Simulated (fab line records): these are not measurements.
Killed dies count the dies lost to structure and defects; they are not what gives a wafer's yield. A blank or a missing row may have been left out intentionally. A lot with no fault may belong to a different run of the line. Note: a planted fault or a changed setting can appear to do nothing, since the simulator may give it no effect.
Which of the tools did it?    flow n5Finfet    10 lots, 30 wafers sampled, at 6 steps of a route of 1938

## WHAT EACH GAUGE READ, for each wafer
N5_WELL_APT_INSPECT_10: inspects for defects (macro).
lot   measured     on                rawDefectCount
L861  day 2 02:01  defectInspect-01  1 5 4
L863  day 2 13:38  defectInspect-02  2 2 3
L864  day 2 19:44  defectInspect-02  2 4 1
L865  day 3 01:47  defectInspect-02  0 0 2
L870  day 4 08:01  defectInspect-01  3 3 4
L876  day 5 19:59  defectInspect-01  3 1 1
L877  day 6 01:37  defectInspect-02  0 1 1
L880  day 6 19:39  defectInspect-01  4 1 0
L881  day 7 01:55  defectInspect-02  1 3 2
L882  day 7 08:26  defectInspect-01  3 3 2

N5_WELL_APT_INSPECT_38: inspects for defects (darkfield).
lot   measured     on                rawDefectCount
L861  day 2 05:23  defectInspect-02  19 15 15
L863  day 2 16:45  defectInspect-02  26 17 11
L864  day 2 23:52  defectInspect-02  22 13 10
L865  day 3 05:26  defectInspect-02  6 6 13
L870  day 4 12:39  defectInspect-01  12 12 15
L876  day 5 22:59  defectInspect-02  4894 4895 4854
L877  day 6 04:54  defectInspect-01  4838 4878 4777
L880  day 6 23:01  defectInspect-02  16 11 20
L881  day 7 05:10  defectInspect-01  11 14 9
L882  day 7 12:05  defectInspect-02  15 9 6

N5_BEOL_M4_RC_MEAS_101.
lot   measured      on         DIBL_N (mV/V)   DIBL_P (mV/V)   IOFF_N (nA/um)     IOFF_P (nA/um)  ION_N (uA/um)  ION_P (uA/um)  SS_N (mV/dec)   SS_P (mV/dec)   VT_N (mV)    VT_P (mV)
L861  day 9 19:17   prober-02  40.0 35.2 35.3  39.3 33.5 33.8  0.244 0.147 0.142  0.29 0.18 0.19  701 679 672    475 459 459    72.2 70.7 71.1  74.9 73.0 73.3  244 249 251  -246 -251 -251
L863  day 10 13:10  prober-01  36.8 36.6 37.4  34.7 35.0 35.3  0.162 0.168 0.169  0.22 0.23 0.23  686 684 670    473 465 464    71.3 71.1 71.2  73.4 73.3 72.9  246 245 247  -247 -246 -248
L864  day 10 16:06  prober-02  36.2 38.4 38.0  36.1 37.5 37.2  0.169 0.224 0.212  0.23 0.26 0.26  684 684 685    462 466 470    71.8 72.4 72.3  73.3 74.9 74.6  250 246 244  -249 -246 -248
L865  day 11 00:16  prober-01  34.5 35.3 35.4  34.7 34.3 34.9  0.136 0.138 0.137  0.18 0.16 0.17  683 655 667    459 444 452    70.8 71.7 71.6  73.2 73.0 72.5  250 251 249  -252 -254 -254
L870  day 11 12:04  prober-02  34.5 36.2 36.2  35.2 36.6 37.0  0.138 0.164 0.176  0.19 0.21 0.23  680 684 688    469 470 476    71.0 71.9 71.5  72.1 73.2 72.6  252 245 245  -249 -251 -247
L880  day 14 09:38  prober-02  36.3 34.6 37.7  36.8 35.0 38.3  0.149 0.125 0.171  0.21 0.17 0.22  681 665 680    467 463 469    71.3 71.1 71.8  72.9 73.0 73.6  248 251 250  -253 -256 -250
L881  day 14 13:03  prober-02  37.0 38.2 36.7  38.1 39.0 37.3  0.190 0.210 0.182  0.24 0.25 0.23  696 696 685    478 474 468    70.9 71.6 71.7  74.2 73.7 73.2  244 242 248  -249 -248 -246
L882  day 15 06:53  prober-02  37.4 37.5 36.9  38.5 37.4 37.8  0.181 0.181 0.172  0.25 0.24 0.24  683 694 696    464 476 480    72.0 72.1 71.8  73.1 73.9 73.8  248 246 249  -249 -248 -249

## EACH LOT AND THE TOOL THAT RAN IT (in order: tool; ch and the chambers of the sampled wafers; start)
lot   N5_ZERO_LAYER_ETCH_18           N5_WELL_APT_DESCUM_30             N5_WELL_APT_STRIP_33
L861  rieSi-02 ch 0,3, day 2 01:01    rieDiel-05 ch 2,3, day 2 03:11    wetBench-02 ch 3,4,5, day 2 03:40
L863  rieSi-04 ch 1,2,3, day 2 12:49  rieDiel-01 ch 2,3, day 2 15:07    wetBench-01 ch 0,4,5, day 2 15:35
L864  rieSi-01 ch 0,1,2, day 2 18:47  rieDiel-01 ch 0,1,3, day 2 21:24  wetBench-02 ch 2,3,7, day 2 21:53
L865  rieSi-01 ch 1,2,3, day 3 00:56  rieDiel-05 ch 1,2,3, day 3 03:19  wetBench-02 ch 0,2,3, day 3 03:49
L870  rieSi-01 ch 0,2, day 4 07:04    rieDiel-03 ch 0,3, day 4 09:12    wetBench-01 ch 0,1,4, day 4 09:41
L876  rieSi-04 ch 1,2,3, day 5 19:02  rieDiel-01 ch 1,2,3, day 5 21:09  wetBench-03 ch 1,2,5, day 5 21:38
L877  rieSi-01 ch 0,2,3, day 6 00:47  rieDiel-05 ch 2,3, day 6 02:48    wetBench-02 ch 0,6,7, day 6 03:17
L880  rieSi-02 ch 1,2,3, day 6 18:48  rieDiel-01 ch 1,2,3, day 6 21:22  wetBench-02 ch 3,5,7, day 6 21:52
L881  rieSi-04 ch 0,2,3, day 7 00:55  rieDiel-05 ch 0,3, day 7 03:20    wetBench-03 ch 0,4,5, day 7 03:49
L882  rieSi-01 ch 2,3, day 7 07:22    rieDiel-01 ch 0,2,3, day 7 10:01  wetBench-01 ch 1,2,4, day 7 10:30
- N5_ZERO_LAYER_ETCH_18: etches Si in HBr/Cl2, target depth 120 nm, time 40 s.
- N5_WELL_APT_DESCUM_30: chemistry O2, time 7.9 s.
- N5_WELL_APT_STRIP_33: strips in SPM, time 900 s.

## WHAT THE TOOLS THEMSELVES READ (means of the sampled wafers that have a number; where no wafer has one, the mark that the record gives instead)
N5_ZERO_LAYER_ETCH_18.
lot   tool      HBr_flow_sccm (sccm)  drypumpMotorCurrentA (A)  oesProductAu (a.u.)  throttleValvePct (%)
L861  rieSi-02  150.0                 5.5                       1.005                36.6
L863  rieSi-04  150.3                 5.3                       1.004                36.1
L864  rieSi-01  149.9                 6.0                       0.993                36.2
L865  rieSi-01  150.0                 6.0                       0.992                36.0
L870  rieSi-01  149.5                 5.9                       1.004                36.3
L876  rieSi-04  149.7                 5.3                       0.999                36.1
L877  rieSi-01  150.1                 5.8                       0.996                36.2
L880  rieSi-02  150.0                 5.9                       0.996                36.7
L881  rieSi-04  149.9                 5.8                       0.996                36.0
L882  rieSi-01  150.3                 5.9                       0.994                36.1

N5_WELL_APT_DESCUM_30.
lot   tool        drypumpMotorCurrentA (A)  oesProductAu (a.u.)  rfVppV (V)  showerheadPlenumPTorr (Torr)  throttleValvePct (%)
L861  rieDiel-05  5.6                       0.89                 245.6       2.22                          20.42
L863  rieDiel-01  5.6                       0.69                 243.1       2.03                          20.58
L864  rieDiel-01  6.0                       0.79                 242.2       2.04                          20.64
L865  rieDiel-05  5.6                       0.77                 243.5       2.16                          20.51
L870  rieDiel-03  6.2                       0.73                 242.0       2.06                          20.28
L876  rieDiel-01  5.8                       0.85                 243.5       2.12                          20.47
L877  rieDiel-05  5.6                       0.76                 244.9       2.19                          20.53
L880  rieDiel-01  5.8                       0.93                 243.1       2.12                          20.35
L881  rieDiel-05  5.5                       0.76                 242.2       2.02                          20.74
L882  rieDiel-01  5.7                       0.92                 243.1       2.11                          20.31

N5_WELL_APT_STRIP_33.
lot   tool         bathGuardTempC (C)  bathHeatDutyPct (%)
L861  wetBench-02  129.9               15.1
L863  wetBench-01  130.5               15.5
L864  wetBench-02  130.2               15.6
L865  wetBench-02  130.0               16.5
L870  wetBench-01  130.0               13.2
L876  wetBench-03  -                   -
L877  wetBench-02  -                   -
L880  wetBench-02  130.1               16.8
L881  wetBench-03  129.8               13.9
L882  wetBench-01  129.9               15.1

## THE ANSWER, worked out from the rows above alone
Rule: the lots themselves supply what counts as usual. Put in order of their means at a reading, lots are off if they are a third of the lots or fewer, leave a main group of 4 or more, and stand apart from it by a gap of 3 or more times the standard deviation of the main group's means; of several such gaps the widest counts. Not used: any main group whose means are identical at the precision the tables above print for the reading. Also off: a lot with no number at a reading for which 4 or more lots have one. Where the step has rows for the other lots, those lots are counted as sound. First the gauges in route order, then the tools' own readings, where a lot's mean is used as printed above. The first step at which some lot is off is used, and at that step the reading that is off furthest; a lot without a number counts as furthest.
Off at N5_WELL_APT_INSPECT_38 (rawDefectCount): L876, L877. The main group has a mean of 13 with a standard deviation of 3.1.
If a tool, at a process step before that reading, ran all the lots that are off and no sound lot after the first of them, it fits. The gauges at N5_WELL_APT_INSPECT_38 aren't tried: what is off there is off at N5_WELL_APT_STRIP_33 too, on other tools, and a gauge's error can't cause that. Of those tried, none fits.

## WHAT HAD BEEN PUT IN BY THE SIMULATOR
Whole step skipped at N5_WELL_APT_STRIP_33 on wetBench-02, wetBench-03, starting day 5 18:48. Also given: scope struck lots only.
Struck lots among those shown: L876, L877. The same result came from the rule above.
